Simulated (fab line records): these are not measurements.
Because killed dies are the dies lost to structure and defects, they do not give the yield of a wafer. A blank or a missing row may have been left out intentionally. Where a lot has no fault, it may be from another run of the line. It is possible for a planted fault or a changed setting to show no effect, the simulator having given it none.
fab line records	flow n5_finfet	part 2 of 2: steps 19 to 27 of 27
[record] lots = 5	wafers = 15	last_day = 18
route steps=1938 shown BEOL_M0_CUTY@702 BEOL_M0@715
lots with no fault: from the same line, run without faults
start_h: start of the lot's first displayed wafer, in hours after the record's first day	wait_h: time in hours since the lot's previous step	" repeats the value in the row above	L1.1+2: a row that stands for several wafers	- no value present, or no start provided	* or withheld: withheld	< > ~ a bound
route shown NAME@n: a module of which the file shows steps, and the number in the route of the first	usual: mean and standard deviation over wafers with no fault	same: alike in all rows	chamber/n: place in a boat	sites: per-site readings	_std_site: the values' standard deviation	_edge_site: inner sites' mean taken away from outer sites' mean	radius_mm: how far each site lies from the wafer's centre	mask NAME#n: copy n	behind: tool/chamber where the wafer was last shaped	hold: what put the lot on hold/how long, in hours/how the hold closed	device: the transistor (n, p or np) that didn't switch	end of line: the tests these same wafers got at the end of their route	a step without rows: its recipe alone	killed: not the wafer's yield, but the dies lost to structure and defects at the first sort	map: the dies of a wafer, with x for killed, . for not killed, _ for no die there
set.NAME: setting as actually run; set.NAME@STEP: the setting as run at that earlier step	model.NAME: the simulator's own value behind a step, which no gauge read
lots seen at some steps along the route; tables by step, rows by wafer
services: a tool's chamber out of use, with start hour (start_h, from the record's first day; less than 0 if before it), hours out, and reason
[[steps]]
[step N5_BEOL_M0_ETCH_128]
[recipe] chemistry = CF4/N2	target_depth_a = 120	overetch_a = 51	target = SiCN	time_s = 21.4	ion_energy_ev = 150	pressure_mtorr = 40	source_w = 430	bias_w = 70	Ar_flow_sccm = 100	cf4_flow_sccm = 60	n2_flow_sccm = 60
[usual] drypump_motor_current_A = 5.8/0.39	oes_product_au = 0.55/0.068	rf_vpp_V = 382.9/1.7	showerhead_plenum_p_Torr = 2.23/0.059	throttle_valve_pct = 15.39/0.25
lot.wafer	tool	chamber	start_h	wait_h	drypump_motor_current_A	oes_product_au	rf_hours_counter_h	rf_vpp_V	showerhead_plenum_p_Torr	throttle_valve_pct
L076.1	rie_diel-05	1	130.06	0.7	6.1	0.62	20	384.6	2.25	15.02
L076.5	"	1	"	"	6.0	0.62	-	384.8	2.25	15.02
L076.6	"	3	"	"	6.2	0.49	-	381.5	2.18	15.63
L081.1	rie_diel-06	0	158.39	0.8	5.4	0.48	202	380.5	2.11	15.61
L081.4	"	1	"	"	6.5	0.49	248	383.7	2.27	15.54
L081.6	"	2	"	"	6.4	0.65	-	383.8	2.24	15.05
L091.3	rie_diel-05	0	224.37	0.2	5.4	0.63	27	381.0	2.17	15.27
L091.5	"	1	"	"	6.1	0.59	-	384.0	2.24	15.06
L091.6	"	2	"	"	5.7	0.53	-	384.5	2.31	15.49
L096.1	rie_diel-04	2	256.01	0.5	5.8	0.52	136	383.4	2.31	15.57
L096.2	"	1	"	"	5.4	0.67	1	384.9	2.26	15.13
L096.3	"	0	"	"	5.3	0.62	19	383.6	2.25	15.30
L097.1	rie_diel-05	2	256.14	0.6	5.7	0.51	149	384.5	2.30	15.53
L097.3	"	0	"	"	5.4	0.60	37	381.6	2.16	15.29
L097.6	"	0	"	"	5.3	0.61	-	381.6	2.16	15.30
[step N5_BEOL_M0_TRENCH_ETCH_107]
[recipe] chemistry = C4F6/O2	target_depth_a = 328	target = SiOC	time_s = 16.4	ion_energy_ev = 250	pressure_mtorr = 30	source_w = 355	bias_w = 185	Ar_flow_sccm = 300	C4F6_flow_sccm = 10	O2_flow_sccm = 10
[usual] drypump_motor_current_A = 5.8/0.39	oes_f_703_au = 0.80/0.099	oes_product_au = 0.81/0.1	rf_vpp_V = 672/23	showerhead_plenum_p_Torr = 2.88/0.066	throttle_valve_pct = 20.79/0.23
lot.wafer	tool	chamber	start_h	wait_h	drypump_motor_current_A	oes_f_703_au	oes_product_au	rf_hours_counter_h	rf_vpp_V	showerhead_plenum_p_Torr	throttle_valve_pct
L076.1	rie_diel-05	1	130.10	0.0	6.1	0.90	0.91	20	666	2.91	20.50
L076.5	"	1	"	"	6.1	0.90	0.91	-	665	2.91	20.52
L076.6	"	3	"	"	6.1	0.69	0.70	-	668	2.81	20.98
L081.1	rie_diel-06	0	158.43	0.0	5.4	0.67	0.68	202	641	2.76	21.18
L081.4	"	1	"	"	6.4	0.70	0.71	248	693	2.93	20.88
L081.6	"	2	"	"	6.4	0.99	0.98	-	704	2.88	20.48
L091.3	rie_diel-05	0	224.41	0.0	5.4	0.83	0.89	27	680	2.79	20.78
L091.5	"	1	"	"	6.1	0.84	0.87	-	664	2.90	20.52
L091.6	"	2	"	"	5.7	0.75	0.76	-	689	2.95	20.76
L096.1	rie_diel-04	2	256.05	0.0	5.8	0.76	0.79	136	693	2.96	20.94
L096.2	"	1	"	"	5.4	0.98	0.98	1	657	2.89	20.49
L096.3	"	0	"	"	5.3	0.93	0.93	19	694	2.92	20.89
L097.1	rie_diel-05	2	256.19	0.0	5.7	0.74	0.75	149	690	2.94	20.78
L097.3	"	0	"	"	5.4	0.81	0.86	37	678	2.79	20.81
L097.6	"	0	"	"	5.4	0.81	0.86	-	681	2.79	20.82
[step N5_BEOL_M0_STRIP_142]
[recipe] chemistry = N2/H2	time_s = 10	power_w = 450	temp_c = 40	pressure_mtorr = 20	rf_frequency_hz = 6e+07	bias_power_w = 7	n2_flow_sccm = 200	h2_flow_sccm = 200
[usual] drypump_motor_current_A = 5.8/0.39	oes_product_au = 0.81/0.1	rf_vpp_V = 59.3/0.83	showerhead_plenum_p_Torr = 2.57/0.074	throttle_valve_pct = 23.6/0.35
lot.wafer	tool	chamber	start_h	wait_h	drypump_motor_current_A	oes_product_au	rf_hours_counter_h	rf_vpp_V	showerhead_plenum_p_Torr	throttle_valve_pct
L076.1	rie_diel-05	1	130.13	0.0	6.1	0.94	20	59.4	2.59	23.2
L076.5	"	1	"	"	6.1	0.93	-	59.6	2.59	23.3
L076.6	"	3	"	"	6.1	0.70	-	58.7	2.53	24.1
L081.1	rie_diel-06	0	158.46	0.0	5.3	0.68	202	58.9	2.40	23.4
L081.4	"	1	"	"	6.5	0.69	248	59.1	2.59	23.4
L081.6	"	2	"	"	6.4	0.96	-	59.9	2.58	23.2
L091.3	rie_diel-05	0	224.43	0.0	5.4	0.89	27	58.9	2.51	23.9
L091.5	"	1	"	"	6.2	0.88	-	59.8	2.58	23.3
L091.6	"	2	"	"	5.7	0.76	-	60.4	2.67	23.9
L096.1	rie_diel-04	2	256.07	0.0	5.9	0.79	136	59.1	2.64	23.4
L096.2	"	1	"	"	5.4	1.02	1	58.3	2.62	24.0
L096.3	"	0	"	"	5.3	0.89	19	60.2	2.58	23.3
L097.1	rie_diel-05	2	256.21	0.0	5.7	0.75	149	59.7	2.67	24.0
L097.3	"	0	"	"	5.3	0.87	37	58.9	2.50	24.0
L097.6	"	0	"	"	5.3	0.86	-	57.4	2.50	24.0
[step N5_BEOL_M0_OCD_MEAS_108]
[usual] trench_depth_nm = 33.0/0.73
lot.wafer	tool	chamber	start_h	wait_h	trench_depth_nm
L076.1	ocd-01	-	130.21	0.1	33.4
L076.5	"	-	"	"	33.3
L076.6	"	-	"	"	32.8
L081.1	ocd-02	-	158.54	0.1	31.5
L081.4	"	-	"	"	33.0
L081.6	"	-	"	"	33.0
L091.3	ocd-02	-	224.52	0.1	32.5
L091.5	"	-	"	"	33.6
L091.6	"	-	"	"	32.8
L096.1	ocd-01	-	256.15	0.1	33.3
L096.2	"	-	"	"	33.2
L096.3	"	-	"	"	33.8
L097.1	ocd-02	-	256.29	0.1	33.5
L097.3	"	-	"	"	32.4
L097.6	"	-	"	"	32.4
[step N5_BEOL_M0_HM_STRIP_129]
[recipe] chemistry = peroxide_tin_strip	material = TiN	target_depth_a = 170	temp_c = 50	time_s = 108
[usual] bath_heat_duty_pct = 7.2/0.71
lot.wafer	tool	chamber	start_h	wait_h	bath_heat_duty_pct
L076.1	wet_bench-04	0	130.24	0.0	7.5
L076.5	"	5	"	"	7.6
L076.6	"	3	"	"	8.6
L081.1	wet_bench-03	1	158.57	0.0	8.0
L081.4	"	0	"	"	6.4
L081.6	"	2	"	"	7.8
L091.3	wet_bench-03	3	224.55	0.0	7.1
L091.5	"	5	"	"	6.6
L091.6	"	6	"	"	6.6
L096.1	wet_bench-05	6	256.18	0.0	8.5
L096.2	"	4	"	"	7.9
L096.3	"	2	"	"	5.9
L097.1	wet_bench-03	3	256.32	0.0	6.8
L097.3	"	2	"	"	6.9
L097.6	"	1	"	"	7.7
[step N5_BEOL_M0_SRD_130]
[recipe] time_s = 30	temp_c = 23	rinse_liquid = diw	dry = ipa_marangoni
[usual] bath_heat_duty_pct = 3.7/0.51
lot.wafer	tool	chamber	start_h	wait_h	bath_heat_duty_pct
L076.1	wet_bench-04	0	130.27	0.0	4.1
L076.5	"	5	"	"	4.0
L076.6	"	3	"	"	3.3
L081.1	wet_bench-03	1	158.60	0.0	3.4
L081.4	"	0	"	"	3.7
L081.6	"	2	"	"	4.0
L091.3	wet_bench-03	3	224.58	0.0	4.0
L091.5	"	5	"	"	2.9
L091.6	"	6	"	"	3.8
L096.1	wet_bench-05	6	256.22	0.0	4.2
L096.2	"	4	"	"	3.7
L096.3	"	2	"	"	3.2
L097.1	wet_bench-03	3	256.35	0.0	3.4
L097.3	"	2	"	"	2.8
L097.6	"	1	"	"	3.4
[step N5_BEOL_M0_ETCH_109]
[recipe] chemistry = CH3F/O2	target_depth_a = 80	overetch_a = 24	target = SiCN	time_s = 27.4	ion_energy_ev = 120	pressure_mtorr = 30	source_w = 395	bias_w = 75	Ar_flow_sccm = 150	CH3F_flow_sccm = 30	O2_flow_sccm = 20
[usual] drypump_motor_current_A = 5.8/0.45	oes_product_au = 0.69/0.093	rf_vpp_V = 297.7/1.4	showerhead_plenum_p_Torr = 2.02/0.052	throttle_valve_pct = 16.25/0.27
lot.wafer	tool	chamber	start_h	wait_h	drypump_motor_current_A	oes_product_au	rf_hours_counter_h	rf_vpp_V	showerhead_plenum_p_Torr	throttle_valve_pct
L076.1	rie_diel-04	0	130.54	0.2	5.3	0.59	228	298.5	2.07	16.73
L076.5	"	3	"	"	5.3	0.61	-	297.3	1.98	16.58
L076.6	"	0	"	"	5.3	0.60	-	299.3	2.07	16.73
L081.1	rie_diel-06	1	158.85	0.2	6.5	0.59	248	298.5	2.05	16.38
L081.4	"	2	"	"	6.4	0.83	6	297.7	2.03	15.95
L081.6	"	1	"	"	6.4	0.59	-	298.0	2.06	16.38
L091.3	rie_diel-06	2	224.72	0.1	6.4	0.77	30	298.3	2.02	15.99
L091.5	"	0	"	"	5.4	0.59	-	293.8	1.92	16.61
L091.6	"	1	"	"	6.5	0.78	-	298.9	2.05	15.92
L096.1	rie_diel-05	0	256.55	0.3	5.4	0.75	38	297.9	1.96	16.19
L096.2	"	1	"	"	6.1	0.72	59	297.0	2.03	16.00
L096.3	"	2	"	"	5.7	0.65	150	298.6	2.07	16.28
L097.1	rie_diel-06	0	256.61	0.2	5.3	0.58	234	294.1	1.92	16.62
L097.3	"	1	"	"	6.4	0.79	26	297.7	2.05	15.95
L097.6	"	3	"	"	5.7	0.73	-	299.0	2.02	15.98
[step N5_BEOL_M0_STRIP_139]
[recipe] chemistry = post_etch_residue_remover	time_s = 60	temp_c = 25	remover_ph = withheld	remover_water_wt_pct = withheld	remover_fluoride_wt_pct = withheld
lot.wafer	tool	chamber	start_h	wait_h
L076.1+5+6	wet_bench-05	7,5,0	130.64	0.1
L081.1+4+6	wet_bench-05	4,2,3	158.96	0.1
L091.3+5+6	wet_bench-03	5,7,1	224.83	0.1
L096.1+2+3	wet_bench-05	1,6,0	256.66	0.1
L097.1+3+6	wet_bench-04	0,4,1	256.72	0.1
[step N5_BEOL_M0_SRD_111]
[recipe] time_s = 30	temp_c = 23	rinse_liquid = diw	dry = ipa_marangoni
[usual] bath_heat_duty_pct = 3.8/0.53
lot.wafer	tool	chamber	start_h	wait_h	bath_heat_duty_pct
L076.1	wet_bench-05	7	130.66	0.0	4.1
L076.5	"	5	"	"	4.0
L076.6	"	0	"	"	3.6
L081.1	wet_bench-05	4	158.98	0.0	4.3
L081.4	"	2	"	"	3.2
L081.6	"	3	"	"	3.2
L091.3	wet_bench-03	5	224.85	0.0	3.2
L091.5	"	7	"	"	4.4
L091.6	"	1	"	"	3.3
L096.1	wet_bench-05	1	256.68	0.0	3.9
L096.2	"	6	"	"	3.8
L096.3	"	0	"	"	3.5
L097.1	wet_bench-04	0	256.74	0.0	3.5
L097.3	"	4	"	"	4.5
L097.6	"	1	"	"	3.2
[[services]]
tool	chamber	start_h	hours	kind
arfi_scanner-02	-	107.96	1.0	pm
wet_bench-05	-	113.79	1.9	pm
arfi_scanner-02	-	117.68	0.8	pm
rie_metal-03	-	119.00	2.8	pm
arfi_scanner-01	-	123.44	1.3	pm
arfi_scanner-03	-	148.83	0.8	pm
arfi_scanner-03	-	156.06	1.3	pm
arfi_scanner-01	-	157.53	0.8	pm
rie_metal-01	-	158.39	2.1	repair
arfi_scanner-02	-	159.81	1.3	pm
arfi_scanner-03	-	162.81	5.5	pm
rie_diel-05	0	167.07	5.0	repair
arfi_scanner-03	-	172.20	0.8	pm
rie_diel-04	2	175.54	3.6	repair
rie_diel-05	1	183.42	12.0	repair
arfi_scanner-03	-	190.28	1.0	pm
arfi_scanner-02	-	194.57	1.7	repair
arfi_scanner-03	-	199.90	0.6	repair
rie_diel-05	-	205.16	0.7	repair
rie_diel-05	-	218.37	0.1	repair
arfi_scanner-02	-	225.28	4.9	pm
arfi_scanner-03	-	228.16	0.4	repair
rie_diel-05	3	242.46	40.9	repair
rie_diel-04	1	252.29	3.0	repair
